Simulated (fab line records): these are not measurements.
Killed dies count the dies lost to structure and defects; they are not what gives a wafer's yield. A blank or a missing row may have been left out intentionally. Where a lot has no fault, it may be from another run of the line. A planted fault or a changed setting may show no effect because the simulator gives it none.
Split-lot study    flow n5_finfet    21 wafers read across 7 lots, on a route 1938 steps long

== THE SPLIT ==
At N5_BEOL_M15_COAT_04 (resist thk 800 nm), the setting spin_rpm was moved away from the recipe's 1704 rpm on 9 of the 21 wafers read, by -11.3% to +3.4%. For the rest of the wafers, this setting stayed at what the recipe calls for.

== FROM THE SPLIT TO THE READING: what the file shows between them, 4 steps ==
- N5_BEOL_M15_EBR_06
- N5_BEOL_M15_SOFTBAKE_05: time 60 s
- N5_BEOL_M15_DESCUM_15: chemistry O2, time 7.9 s
- N5_BEOL_M15_ETCH_59: etches BARC in N2/H2, target depth 89 nm, overetch 26.7 nm, time 67.9 s

== THE READING ==
coat_of_BEOL_M15_COAT_04.thk_nm (the simulator's own value, which no gauge read), in nm, at N5_BEOL_M15_VIA_ETCH_16 (etches SiO2 in C4F8/O2/Ar, target depth 1792.2 nm). The file does not state a usual value for it. The 12 wafers here that ran the recipe average 327.4 nm, standard deviation 7.4 nm.

wafer   tool, chamber at the split  spin_rpm as run, rpm  against the recipe  coat_of_BEOL_M15_COAT_04.thk_nm, nm  against lot-mates on the recipe
L076.1  litho_track-01, 0           1704                  recipe              334.4                                -
L076.2  litho_track-01, 0           1704                  recipe              333.4                                -
L076.4  litho_track-01, 0           1704                  recipe              325                                  -
L082.1  litho_track-04, 0           1762                  +3.4%               324.6                                -8.7
L082.2  litho_track-04, 0           1704                  recipe              339                                  -
L082.6  litho_track-04, 0           1704                  recipe              327.6                                -
L089.2  litho_track-04, 0           1704                  recipe              324                                  -
L089.3  litho_track-04, 0           1512                  -11.3%              376.4                                +60.3
L089.6  litho_track-04, 0           1704                  recipe              308.2                                -
L094.1  litho_track-04, 0           1605                  -5.8%               364                                  +39.6
L094.5  litho_track-04, 0           1704                  recipe              324.4                                -
L094.6  litho_track-04, 0           1605                  -5.8%               360.2                                +35.8
L093.4  litho_track-01, 0           1704                  recipe              331.8                                -
L093.5  litho_track-01, 0           1634                  -4.1%               334.2                                +2.4
L093.6  litho_track-01, 0           1634                  -4.1%               346.8                                +15.0
L092.1  litho_track-02, 0           1704                  recipe              329.6                                -
L092.4  litho_track-02, 0           1704                  recipe              328.8                                -
L092.5  litho_track-02, 0           1704                  recipe              322.8                                -
L096.1  litho_track-02, 0           1650                  -3.2%               348.2                                no lot-mate on the recipe
L096.2  litho_track-02, 0           1650                  -3.2%               356                                  no lot-mate on the recipe
L096.6  litho_track-02, 0           1650                  -3.2%               334.2                                no lot-mate on the recipe

THE FIT
A straight line over all 21 wafers: coat_of_BEOL_M15_COAT_04.thk_nm changes by -4.41 nm for each +1% of spin_rpm; r = -0.86; the points scatter about the line by 8.5 nm.
The same after taking each lot's own level away (the mean of its wafers on the recipe; 18 wafers): -5.05 nm for each +1%; r = -0.92; scatter 7.4 nm.
The reading moves by 57 nm for the largest change in spin_rpm, on that fit.
Measured against the standard deviation above, the lots' own levels, which go from 316.10 to 333.30 nm, span 2.3 times it.
So the slope is not independent of the lot-to-lot level: the two fits are not the same.
Check: +53.6 nm against its lot-mates is what the line predicts for one of the wafers moved furthest among these (-11.3%) when that wafer is left out of the fit. Against them it came out at +60.3 nm.

== THE WHOLE CHAIN: every reading that the file lists as answering this split, in the file's order ==
step                     what it does                                                             reading                                                                           change (the file's fit)               r (the file's)
N5_BEOL_M15_COAT_04      resist thk 800 nm                                                        coat_of_BEOL_M15_COAT_04.thk_nm (the simulator's own value, which no gauge read)  -4.27 nm for each +1% of the setting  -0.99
N5_BEOL_M15_ETCH_59      etches BARC in N2/H2, target depth 89 nm, overetch 26.7 nm, time 67.9 s  coat_of_BEOL_M15_COAT_04.thk_nm (the simulator's own value, which no gauge read)  -4.46 nm for each +1% of the setting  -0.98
N5_BEOL_M15_VIA_ETCH_16  etches SiO2 in C4F8/O2/Ar, target depth 1792.2 nm                        coat_of_BEOL_M15_COAT_04.thk_nm (the simulator's own value, which no gauge read)  -5.09 nm for each +1% of the setting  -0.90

== FILE'S OWN FIT ==
coat_of_BEOL_M15_COAT_04.thk_nm changes by -5.09 nm for each +1% of spin_rpm, r = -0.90.
